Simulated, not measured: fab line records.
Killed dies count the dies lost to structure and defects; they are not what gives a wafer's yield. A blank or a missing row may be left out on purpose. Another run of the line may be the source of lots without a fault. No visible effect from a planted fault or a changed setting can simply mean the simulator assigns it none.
What tool caused it? / flow n5-finfet / 24 lots with 72 wafers sampled at 3 steps, on a route of 1938 steps

== WHAT THE GAUGES SHOWED, per wafer ==
N5_BEOL_M11_CD_MEAS_11: the cd target is 64.1 nm.
lot=L074; measured=day 11 21:12; on=cd-sem-02; cd-nm (nm)=63.5 64.0 64.0
lot=L076; measured=day 12 03:55; on=cd-sem-01; cd-nm (nm)=64.2 64.0 64.1
lot=L075; measured=day 12 04:53; on=cd-sem-02; cd-nm (nm)=63.2 63.5 64.5
lot=L077; measured=day 12 08:05; on=cd-sem-01; cd-nm (nm)=63.1 63.6 63.2
lot=L078; measured=day 12 19:40; on=cd-sem-02; cd-nm (nm)=63.9 63.7 63.6
lot=L080; measured=day 13 03:33; on=cd-sem-02; cd-nm (nm)=64.8 64.3 64.4
lot=L079; measured=day 13 08:01; on=cd-sem-03; cd-nm (nm)=64.7 64.4 64.7
lot=L081; measured=day 13 10:42; on=cd-sem-03; cd-nm (nm)=63.9 64.0 63.2
lot=L082; measured=day 13 17:05; on=cd-sem-02; cd-nm (nm)=63.8 63.3 63.5
lot=L083; measured=day 13 20:47; on=cd-sem-01; cd-nm (nm)=63.7 63.0 63.2
lot=L084; measured=day 14 01:56; on=cd-sem-01; cd-nm (nm)=63.8 64.1 63.3
lot=L087; measured=day 14 11:46; on=cd-sem-02; cd-nm (nm)=65.3 64.7 64.4
lot=L085; measured=day 14 21:46; on=cd-sem-03; cd-nm (nm)=64.3 64.2 64.0
lot=L086; measured=day 15 03:05; on=cd-sem-01; cd-nm (nm)=63.9 63.7 63.5
lot=L089; measured=day 15 06:29; on=cd-sem-01; cd-nm (nm)=64.5 64.0 63.8
lot=L091; measured=day 15 10:26; on=cd-sem-03; cd-nm (nm)=64.2 63.9 63.6
lot=L088; measured=day 15 10:43; on=cd-sem-03; cd-nm (nm)=64.3 64.7 63.6
lot=L092; measured=day 15 13:31; on=cd-sem-03; cd-nm (nm)=64.5 64.0 65.3
lot=L090; measured=day 16 01:04; on=cd-sem-03; cd-nm (nm)=63.5 63.9 63.9
lot=L093; measured=day 16 22:40; on=cd-sem-02; cd-nm (nm)=64.8 65.0 64.3
lot=L095; measured=day 16 23:27; on=cd-sem-01; cd-nm (nm)=64.1 64.5 64.1
lot=L094; measured=day 17 07:23; on=cd-sem-02; cd-nm (nm)=64.3 63.2 64.3
lot=L097; measured=day 18 00:50; on=cd-sem-03; cd-nm (nm)=63.2 63.5 63.3
lot=L096; measured=day 18 03:19; on=cd-sem-03; cd-nm (nm)=64.8 64.6 65.0

== TOOL THAT RAN EACH LOT (tool first, then ch and the chambers of the sampled wafers, then the start) ==
lot=L074; N5_BEOL_M10_DEGAS_44=pvd-sputter-03, day 11 15:34; N5_BEOL_M11_PECVD_70=pecvd-03 ch 0,1,2, day 11 20:05
lot=L076; N5_BEOL_M10_DEGAS_44=pvd-sputter-03, day 11 21:29; N5_BEOL_M11_PECVD_70=pecvd-02 ch 0,1,2, day 12 02:16
lot=L075; N5_BEOL_M10_DEGAS_44=pvd-sputter-01, day 11 22:11; N5_BEOL_M11_PECVD_70=pecvd-02 ch 0,1,2, day 12 03:45
lot=L077; N5_BEOL_M10_DEGAS_44=pvd-sputter-01, day 12 04:17; N5_BEOL_M11_PECVD_70=pecvd-04 ch 0,2, day 12 07:11
lot=L078; N5_BEOL_M10_DEGAS_44=pvd-sputter-02, day 12 13:28; N5_BEOL_M11_PECVD_70=pecvd-03 ch 0,1,2, day 12 17:04
lot=L080; N5_BEOL_M10_DEGAS_44=pvd-sputter-01, day 12 23:24; N5_BEOL_M11_PECVD_70=pecvd-03 ch 0,1, day 13 01:56
lot=L079; N5_BEOL_M10_DEGAS_44=pvd-sputter-03, day 13 03:51; N5_BEOL_M11_PECVD_70=pecvd-04 ch 0,2, day 13 06:46
lot=L081; N5_BEOL_M10_DEGAS_44=pvd-sputter-03, day 13 06:58; N5_BEOL_M11_PECVD_70=pecvd-03 ch 0,1,2, day 13 09:47
lot=L082; N5_BEOL_M10_DEGAS_44=pvd-sputter-03, day 13 12:22; N5_BEOL_M11_PECVD_70=pecvd-02 ch 1,2, day 13 15:44
lot=L083; N5_BEOL_M10_DEGAS_44=pvd-sputter-02, day 13 16:42; N5_BEOL_M11_PECVD_70=pecvd-02 ch 0,1,2, day 13 19:04
lot=L084; N5_BEOL_M10_DEGAS_44=pvd-sputter-02, day 13 22:26; N5_BEOL_M11_PECVD_70=pecvd-02 ch 0,1, day 14 00:49
lot=L087; N5_BEOL_M10_DEGAS_44=pvd-sputter-02, day 14 06:04; N5_BEOL_M11_PECVD_70=pecvd-04 ch 0,1,2, day 14 08:42
lot=L085; N5_BEOL_M10_DEGAS_44=pvd-sputter-01, day 14 17:02; N5_BEOL_M11_PECVD_70=pecvd-03 ch 0,2, day 14 20:10
lot=L086; N5_BEOL_M10_DEGAS_44=pvd-sputter-02, day 14 22:41; N5_BEOL_M11_PECVD_70=pecvd-03 ch 0,1,2, day 15 01:25
lot=L089; N5_BEOL_M10_DEGAS_44=pvd-sputter-03, day 15 00:12; N5_BEOL_M11_PECVD_70=pecvd-03 ch 0,1,2, day 15 04:19
lot=L091; N5_BEOL_M10_DEGAS_44=pvd-sputter-03, day 15 06:44; N5_BEOL_M11_PECVD_70=pecvd-04 ch 0,2, day 15 09:04
lot=L088; N5_BEOL_M10_DEGAS_44=pvd-sputter-03, day 15 06:49; N5_BEOL_M11_PECVD_70=pecvd-02 ch 1,2, day 15 09:29
lot=L092; N5_BEOL_M10_DEGAS_44=pvd-sputter-02, day 15 10:16; N5_BEOL_M11_PECVD_70=pecvd-03 ch 1,2, day 15 12:44
lot=L090; N5_BEOL_M10_DEGAS_44=pvd-sputter-02, day 15 20:15; N5_BEOL_M11_PECVD_70=pecvd-02 ch 0,2, day 16 00:21
lot=L093; N5_BEOL_M10_DEGAS_44=pvd-sputter-01, day 16 19:01; N5_BEOL_M11_PECVD_70=pecvd-02 ch 0,1,2, day 16 21:21
lot=L095; N5_BEOL_M10_DEGAS_44=pvd-sputter-03, day 16 19:22; N5_BEOL_M11_PECVD_70=pecvd-03 ch 0,1,2, day 16 22:35
lot=L094; N5_BEOL_M10_DEGAS_44=pvd-sputter-01, day 17 02:25; N5_BEOL_M11_PECVD_70=pecvd-04 ch 0,1, day 17 05:47
lot=L097; N5_BEOL_M10_DEGAS_44=pvd-sputter-01, day 17 19:48; N5_BEOL_M11_PECVD_70=pecvd-04 ch 0,2, day 17 23:58
lot=L096; N5_BEOL_M10_DEGAS_44=pvd-sputter-02, day 17 23:17; N5_BEOL_M11_PECVD_70=pecvd-04 ch 0,2, day 18 02:00
- N5_BEOL_M10_DEGAS_44: time 60 s.
- N5_BEOL_M11_PECVD_70: deposits SiO2 from TEOS/O2, target thk 20 nm, time 22.7 s.

== WHAT THE TOOLS THEMSELVES READ (means of the sampled wafers that have a number; where no wafer has one, the mark that the record gives instead) ==
N5_BEOL_M10_DEGAS_44.
lot=L074; tool=pvd-sputter-03; heater-power-w (W)=318
lot=L076; tool=pvd-sputter-03; heater-power-w (W)=343
lot=L075; tool=pvd-sputter-01; heater-power-w (W)=355
lot=L077; tool=pvd-sputter-01; heater-power-w (W)=336
lot=L078; tool=pvd-sputter-02; heater-power-w (W)=336
lot=L080; tool=pvd-sputter-01; heater-power-w (W)=385
lot=L079; tool=pvd-sputter-03; heater-power-w (W)=314
lot=L081; tool=pvd-sputter-03; heater-power-w (W)=326
lot=L082; tool=pvd-sputter-03; heater-power-w (W)=319
lot=L083; tool=pvd-sputter-02; heater-power-w (W)=351
lot=L084; tool=pvd-sputter-02; heater-power-w (W)=376
lot=L087; tool=pvd-sputter-02; heater-power-w (W)=371
lot=L085; tool=pvd-sputter-01; heater-power-w (W)=355
lot=L086; tool=pvd-sputter-02; heater-power-w (W)=324
lot=L089; tool=pvd-sputter-03; heater-power-w (W)=347
lot=L091; tool=pvd-sputter-03; heater-power-w (W)=324
lot=L088; tool=pvd-sputter-03; heater-power-w (W)=323
lot=L092; tool=pvd-sputter-02; heater-power-w (W)=307
lot=L090; tool=pvd-sputter-02; heater-power-w (W)=337
lot=L093; tool=pvd-sputter-01; heater-power-w (W)=371
lot=L095; tool=pvd-sputter-03; heater-power-w (W)=310
lot=L094; tool=pvd-sputter-01; heater-power-w (W)=351
lot=L097; tool=pvd-sputter-01; heater-power-w (W)=356
lot=L096; tool=pvd-sputter-02; heater-power-w (W)=349

N5_BEOL_M11_PECVD_70.
lot=L074; tool=pecvd-03; heater-power-outer-w (W)=390; heater-power-w (W)=641; showerhead-plenum-p-Torr (Torr)=8.79; throttle-valve-pct (%)=23.1
lot=L076; tool=pecvd-02; heater-power-outer-w (W)=460; heater-power-w (W)=735; showerhead-plenum-p-Torr (Torr)=8.77; throttle-valve-pct (%)=22.2
lot=L075; tool=pecvd-02; heater-power-outer-w (W)=424; heater-power-w (W)=686; showerhead-plenum-p-Torr (Torr)=8.78; throttle-valve-pct (%)=22.2
lot=L077; tool=pecvd-04; heater-power-outer-w (W)=425; heater-power-w (W)=730; showerhead-plenum-p-Torr (Torr)=8.76; throttle-valve-pct (%)=22.3
lot=L078; tool=pecvd-03; heater-power-outer-w (W)=401; heater-power-w (W)=654; showerhead-plenum-p-Torr (Torr)=8.78; throttle-valve-pct (%)=23.3
lot=L080; tool=pecvd-03; heater-power-outer-w (W)=431; heater-power-w (W)=699; showerhead-plenum-p-Torr (Torr)=8.79; throttle-valve-pct (%)=24.0
lot=L079; tool=pecvd-04; heater-power-outer-w (W)=380; heater-power-w (W)=676; showerhead-plenum-p-Torr (Torr)=8.81; throttle-valve-pct (%)=23.2
lot=L081; tool=pecvd-03; heater-power-outer-w (W)=422; heater-power-w (W)=683; showerhead-plenum-p-Torr (Torr)=8.79; throttle-valve-pct (%)=23.3
lot=L082; tool=pecvd-02; heater-power-outer-w (W)=439; heater-power-w (W)=703; showerhead-plenum-p-Torr (Torr)=8.77; throttle-valve-pct (%)=21.7
lot=L083; tool=pecvd-02; heater-power-outer-w (W)=441; heater-power-w (W)=691; showerhead-plenum-p-Torr (Torr)=8.78; throttle-valve-pct (%)=22.1
lot=L084; tool=pecvd-02; heater-power-outer-w (W)=439; heater-power-w (W)=721; showerhead-plenum-p-Torr (Torr)=8.77; throttle-valve-pct (%)=22.3
lot=L087; tool=pecvd-04; heater-power-outer-w (W)=402; heater-power-w (W)=667; showerhead-plenum-p-Torr (Torr)=8.81; throttle-valve-pct (%)=23.0
lot=L085; tool=pecvd-03; heater-power-outer-w (W)=398; heater-power-w (W)=649; showerhead-plenum-p-Torr (Torr)=8.77; throttle-valve-pct (%)=22.6
lot=L086; tool=pecvd-03; heater-power-outer-w (W)=394; heater-power-w (W)=657; showerhead-plenum-p-Torr (Torr)=8.78; throttle-valve-pct (%)=23.3
lot=L089; tool=pecvd-03; heater-power-outer-w (W)=393; heater-power-w (W)=659; showerhead-plenum-p-Torr (Torr)=8.78; throttle-valve-pct (%)=23.3
lot=L091; tool=pecvd-04; heater-power-outer-w (W)=442; heater-power-w (W)=762; showerhead-plenum-p-Torr (Torr)=8.76; throttle-valve-pct (%)=22.5
lot=L088; tool=pecvd-02; heater-power-outer-w (W)=491; heater-power-w (W)=769; showerhead-plenum-p-Torr (Torr)=8.77; throttle-valve-pct (%)=21.5
lot=L092; tool=pecvd-03; heater-power-outer-w (W)=442; heater-power-w (W)=705; showerhead-plenum-p-Torr (Torr)=8.80; throttle-valve-pct (%)=23.8
lot=L090; tool=pecvd-02; heater-power-outer-w (W)=455; heater-power-w (W)=729; showerhead-plenum-p-Torr (Torr)=8.77; throttle-valve-pct (%)=22.1
lot=L093; tool=pecvd-02; heater-power-outer-w (W)=437; heater-power-w (W)=698; showerhead-plenum-p-Torr (Torr)=8.77; throttle-valve-pct (%)=22.2
lot=L095; tool=pecvd-03; heater-power-outer-w (W)=384; heater-power-w (W)=649; showerhead-plenum-p-Torr (Torr)=8.79; throttle-valve-pct (%)=23.3
lot=L094; tool=pecvd-04; heater-power-outer-w (W)=343; heater-power-w (W)=589; showerhead-plenum-p-Torr (Torr)=8.86; throttle-valve-pct (%)=23.8
lot=L097; tool=pecvd-04; heater-power-outer-w (W)=405; heater-power-w (W)=700; showerhead-plenum-p-Torr (Torr)=8.82; throttle-valve-pct (%)=23.3
lot=L096; tool=pecvd-04; heater-power-outer-w (W)=415; heater-power-w (W)=722; showerhead-plenum-p-Torr (Torr)=8.75; throttle-valve-pct (%)=22.6

== THE ANSWER, worked out from the rows above alone ==
Rule: the usual values come from the lots themselves. Put in order of their means at a reading, lots are off if they are a third of the lots or fewer, leave a main group of 4 or more, and stand apart from it by a gap of 3 or more times the standard deviation of the main group's means; of several such gaps the widest counts. A main group whose means are all the same, to the digits that the tables above print for the reading, isn't used. Also off: a lot with no number at a reading for which 4 or more lots have one. Any other lot the step has rows for is counted as sound. After the gauges, taken in route order, come the tools' own readings; for these a lot's mean is taken, as printed above. The first step at which some lot is off is used, and at that step the reading that is off furthest; a lot without a number counts as furthest.
Across all readings shown, no lot is off: no conclusion can be drawn from this.

== WHAT HAD BEEN PUT IN BY THE SIMULATOR ==
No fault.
